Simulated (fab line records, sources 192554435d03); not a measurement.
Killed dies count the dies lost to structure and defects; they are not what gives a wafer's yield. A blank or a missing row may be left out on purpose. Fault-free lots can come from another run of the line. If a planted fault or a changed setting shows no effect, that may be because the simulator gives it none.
Lot-split experiment :: flow n5Finfet :: 7 lots, 21 wafers read, on a route of 1938 steps

ON THE SPLIT
At N5_MOL_CONTACT_COAG_ALD_27 (deposits SiOC, target thk 17 nm, pulse time 1.5 s, time 2720 s), the setting aldCycles was moved away from the recipe's 340 on 6 of the 21 wafers read, by -8.8% to +12.1%. For the rest of the wafers, this setting stayed at what the recipe calls for.

Reading taken at the split's own step.

THE READING
SiOC_of_MOL_CONTACT_COAG_ALD_27.thkNm (the simulator's own value, which no gauge read), in nm, at N5_MOL_CONTACT_COAG_ALD_27 (deposits SiOC, target thk 17 nm, pulse time 1.5 s, time 2720 s). The file does not state a usual value for it. Average 17.0 nm, standard deviation 0.05 nm, over the 15 wafers here run with the recipe.

wafer: L075.1
tool, chamber at the split: aldSin-03, 2,3,0
aldCycles as run: 340
against the recipe: recipe
SiOC_of_MOL_CONTACT_COAG_ALD_27.thkNm, nm: 17
against lot-mates on the recipe: -

wafer: L075.4
tool, chamber at the split: aldSin-03, 2,3,0
aldCycles as run: 340
against the recipe: recipe
SiOC_of_MOL_CONTACT_COAG_ALD_27.thkNm, nm: 17
against lot-mates on the recipe: -

wafer: L075.5
tool, chamber at the split: aldSin-03, 2,3,0
aldCycles as run: 340
against the recipe: recipe
SiOC_of_MOL_CONTACT_COAG_ALD_27.thkNm, nm: 17
against lot-mates on the recipe: -

wafer: L079.4
tool, chamber at the split: aldSin-01, 1,0
aldCycles as run: 361
against the recipe: +6.2%
SiOC_of_MOL_CONTACT_COAG_ALD_27.thkNm, nm: 18
against lot-mates on the recipe: +1.0

wafer: L079.5
tool, chamber at the split: aldSin-01, 1,0
aldCycles as run: 361
against the recipe: +6.2%
SiOC_of_MOL_CONTACT_COAG_ALD_27.thkNm, nm: 18
against lot-mates on the recipe: +1.0

wafer: L079.6
tool, chamber at the split: aldSin-01, 1
aldCycles as run: 340
against the recipe: recipe
SiOC_of_MOL_CONTACT_COAG_ALD_27.thkNm, nm: 17
against lot-mates on the recipe: -

wafer: L085.2
tool, chamber at the split: aldSin-03, 0,2
aldCycles as run: 340
against the recipe: recipe
SiOC_of_MOL_CONTACT_COAG_ALD_27.thkNm, nm: 17
against lot-mates on the recipe: -

wafer: L085.3
tool, chamber at the split: aldSin-03, 0,2
aldCycles as run: 340
against the recipe: recipe
SiOC_of_MOL_CONTACT_COAG_ALD_27.thkNm, nm: 17
against lot-mates on the recipe: -

wafer: L085.6
tool, chamber at the split: aldSin-03, 0
aldCycles as run: 340
against the recipe: recipe
SiOC_of_MOL_CONTACT_COAG_ALD_27.thkNm, nm: 16.8
against lot-mates on the recipe: -

wafer: L092.2
tool, chamber at the split: aldSin-04, 1,0
aldCycles as run: 340
against the recipe: recipe
SiOC_of_MOL_CONTACT_COAG_ALD_27.thkNm, nm: 17
against lot-mates on the recipe: -

wafer: L092.3
tool, chamber at the split: aldSin-04, 1,0
aldCycles as run: 340
against the recipe: recipe
SiOC_of_MOL_CONTACT_COAG_ALD_27.thkNm, nm: 17
against lot-mates on the recipe: -

wafer: L092.4
tool, chamber at the split: aldSin-04, 1
aldCycles as run: 321
against the recipe: -5.6%
SiOC_of_MOL_CONTACT_COAG_ALD_27.thkNm, nm: 16
against lot-mates on the recipe: -1.0

wafer: L093.4
tool, chamber at the split: aldSin-01, 0
aldCycles as run: 340
against the recipe: recipe
SiOC_of_MOL_CONTACT_COAG_ALD_27.thkNm, nm: 17
against lot-mates on the recipe: -

wafer: L093.5
tool, chamber at the split: aldSin-01, 0,3
aldCycles as run: 381
against the recipe: +12.1%
SiOC_of_MOL_CONTACT_COAG_ALD_27.thkNm, nm: 19
against lot-mates on the recipe: +2.0

wafer: L093.6
tool, chamber at the split: aldSin-01, 0,3
aldCycles as run: 381
against the recipe: +12.1%
SiOC_of_MOL_CONTACT_COAG_ALD_27.thkNm, nm: 19
against lot-mates on the recipe: +2.0

wafer: L095.1
tool, chamber at the split: aldSin-01, 0,2,1
aldCycles as run: 340
against the recipe: recipe
SiOC_of_MOL_CONTACT_COAG_ALD_27.thkNm, nm: 17
against lot-mates on the recipe: -

wafer: L095.4
tool, chamber at the split: aldSin-01, 0,2,1
aldCycles as run: 340
against the recipe: recipe
SiOC_of_MOL_CONTACT_COAG_ALD_27.thkNm, nm: 17
against lot-mates on the recipe: -

wafer: L095.5
tool, chamber at the split: aldSin-01, 0,2,1
aldCycles as run: 340
against the recipe: recipe
SiOC_of_MOL_CONTACT_COAG_ALD_27.thkNm, nm: 17
against lot-mates on the recipe: -

wafer: L097.2
tool, chamber at the split: aldSin-04, 1,3
aldCycles as run: 340
against the recipe: recipe
SiOC_of_MOL_CONTACT_COAG_ALD_27.thkNm, nm: 17
against lot-mates on the recipe: -

wafer: L097.5
tool, chamber at the split: aldSin-04, 1,3
aldCycles as run: 340
against the recipe: recipe
SiOC_of_MOL_CONTACT_COAG_ALD_27.thkNm, nm: 17
against lot-mates on the recipe: -

wafer: L097.3
tool, chamber at the split: aldSin-04, 2
aldCycles as run: 310
against the recipe: -8.8%
SiOC_of_MOL_CONTACT_COAG_ALD_27.thkNm, nm: 15.6
against lot-mates on the recipe: -1.4
The file does not say which wafer passed through which chamber wherever a row lists several chambers: such a row stands for several wafers.

FIT RESULTS
A straight line over all 21 wafers: SiOC_of_MOL_CONTACT_COAG_ALD_27.thkNm changes by +0.165 nm for each +1% of aldCycles; r = +1.00; the points scatter about the line by 0.05 nm.
The same after taking each lot's own level away (the mean of its wafers on the recipe; 21 wafers): +0.165 nm for each +1%; r = +1.00; scatter 0.044 nm.
On that fit, the largest move of aldCycles shifts the reading by 2 nm.
From 16.93 to 17.00 nm: that is the span of the lots' own levels, equal to 1.3 times the standard deviation above.
The two slopes agree, so the slope changes little with the lot-to-lot level.
Check: with one of the wafers moved furthest among these (+12.1%) left out of the fit, the line predicts +1.98 nm for it against its lot-mates. Against them it came out at +2 nm.

OTHER SPLITS APPLIED TO THESE WAFERS
Other splits were also applied to these wafers ahead of the reading. Each is held against what the fit with the lots' levels taken away leaves over:
other split on the same wafers: N5_SD_EPI_P_PEB_07 pebTimeS
wafers away from the commonest value: 11
r with SiOC_of_MOL_CONTACT_COAG_ALD_27.thkNm (lot level and that fit taken away): +0.15

other split on the same wafers: N5_HKMG_FIN_EXPOSE_46 doseMj
wafers away from the commonest value: 8
r with SiOC_of_MOL_CONTACT_COAG_ALD_27.thkNm (lot level and that fit taken away): -0.11

other split on the same wafers: N5_HKMG_FIN_ETCH_54 cf4FlowSccm
wafers away from the commonest value: 8
r with SiOC_of_MOL_CONTACT_COAG_ALD_27.thkNm (lot level and that fit taken away): +0.04

other split on the same wafers: N5_HKMG_FIN_ETCH_58 sourceW
wafers away from the commonest value: 5
r with SiOC_of_MOL_CONTACT_COAG_ALD_27.thkNm (lot level and that fit taken away): -0.48

other split on the same wafers: N5_GATE_CUT_ETCH_58 timeS
wafers away from the commonest value: 5
r with SiOC_of_MOL_CONTACT_COAG_ALD_27.thkNm (lot level and that fit taken away): +0.06

FILE'S OWN FIT
SiOC_of_MOL_CONTACT_COAG_ALD_27.thkNm changes by +0.165 nm for each +1% of aldCycles, r = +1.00.
